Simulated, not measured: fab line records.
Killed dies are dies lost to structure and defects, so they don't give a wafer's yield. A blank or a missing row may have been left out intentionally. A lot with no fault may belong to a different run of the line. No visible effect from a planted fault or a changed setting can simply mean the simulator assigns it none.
Which tool is to blame? + flow n5 finfet + 36 wafers from 12 lots sampled at 3 of the route's 1938 steps

WHAT THE GAUGES SHOWED, per wafer
N5_DUMMY_GATE_CD_MEAS_15 targets a cd of 25.8 nm.
| lot  | measured    | on        | cd nm (nm)        |
|------|-------------|-----------|-------------------|
| L075 | day 3 07:24 | cd sem-03 | 24.61 24.75 25.21 |
| L077 | day 3 21:08 | cd sem-03 | 24.96 24.88 25.24 |
| L079 | day 4 05:39 | cd sem-02 | 24.87 25.09 25.15 |
| L081 | day 4 18:31 | cd sem-03 | 24.98 24.82 25.16 |
| L083 | day 5 11:01 | cd sem-03 | 24.47 24.95 25.07 |
| L085 | day 5 21:19 | cd sem-01 | 25.08 24.65 24.57 |
| L087 | day 6 07:11 | cd sem-02 | 25.19 25.02 24.68 |
| L089 | day 6 16:08 | cd sem-02 | 24.89 24.99 24.97 |
| L091 | day 7 04:57 | cd sem-01 | 24.80 25.12 24.81 |
| L093 | day 7 15:48 | cd sem-02 | 24.81 24.90 24.82 |
| L095 | day 8 04:04 | cd sem-02 | 24.30 24.71 25.06 |
| L097 | day 8 16:09 | cd sem-01 | 24.78 25.04 24.87 |

WHICH TOOL RAN EACH LOT (tool, then ch and the chambers of the sampled wafers, then the start)
| lot  | N5_FIN_SAQP_HM_OPEN_33            | N5_FIN_CUT_STRIP_24               |
|------|-----------------------------------|-----------------------------------|
| L075 | rie diel-06 ch 1,2,3, day 2 09:40 | rie diel-05 ch 0,1, day 2 11:10   |
| L077 | rie diel-06 ch 0,1, day 2 22:40   | rie diel-05 ch 0,1, day 3 00:26   |
| L079 | rie diel-03 ch 1,2,3, day 3 08:43 | rie diel-04 ch 0,1, day 3 10:05   |
| L081 | rie diel-02 ch 0,3, day 3 21:18   | rie diel-05 ch 0,2,3, day 3 22:57 |
| L083 | rie diel-03 ch 0,1,3, day 4 09:11 | rie diel-05 ch 0,3, day 4 10:34   |
| L085 | rie diel-03 ch 1,2, day 5 01:04   | rie diel-04 ch 0,1,2, day 5 02:26 |
| L087 | rie diel-02 ch 0,1,2, day 5 10:35 | rie diel-05 ch 0,2, day 5 12:40   |
| L089 | rie diel-03 ch 0,2,3, day 5 20:36 | rie diel-04 ch 1,3, day 5 22:06   |
| L091 | rie diel-03 ch 1,3, day 6 09:32   | rie diel-04 ch 0,3, day 6 11:03   |
| L093 | rie diel-02 ch 0,1,2, day 6 20:23 | rie diel-04 ch 2,3, day 6 21:47   |
| L095 | rie diel-06 ch 0,2,3, day 7 07:32 | rie diel-04 ch 0,2,3, day 7 09:02 |
| L097 | rie diel-03 ch 1,2,3, day 7 19:59 | rie diel-05 ch 1,2, day 7 21:30   |
- N5_FIN_SAQP_HM_OPEN_33: chemistry CH3F/O2, target SiNx, target depth 49.4 nm, time 70.6 s.
- N5_FIN_CUT_STRIP_24: strips in CF4.

THE ANSWER, worked out from the rows above alone
Rule: usual is defined by the lots themselves. Put in order of their means at a reading, lots are off if they are a third of the lots or fewer, leave a main group of 4 or more, and stand apart from it by a gap of 3 or more times the standard deviation of the main group's means; of several such gaps the widest counts. A main group is skipped when, at the precision printed for the reading in the tables above, its means are all equal. A lot without any number at a reading at which 4 lots or more have one is off too. All remaining lots with rows at the step are treated as sound.
Across all readings shown, no lot is off: no conclusion can be drawn from this.

WHAT HAD BEEN PUT IN BY THE SIMULATOR
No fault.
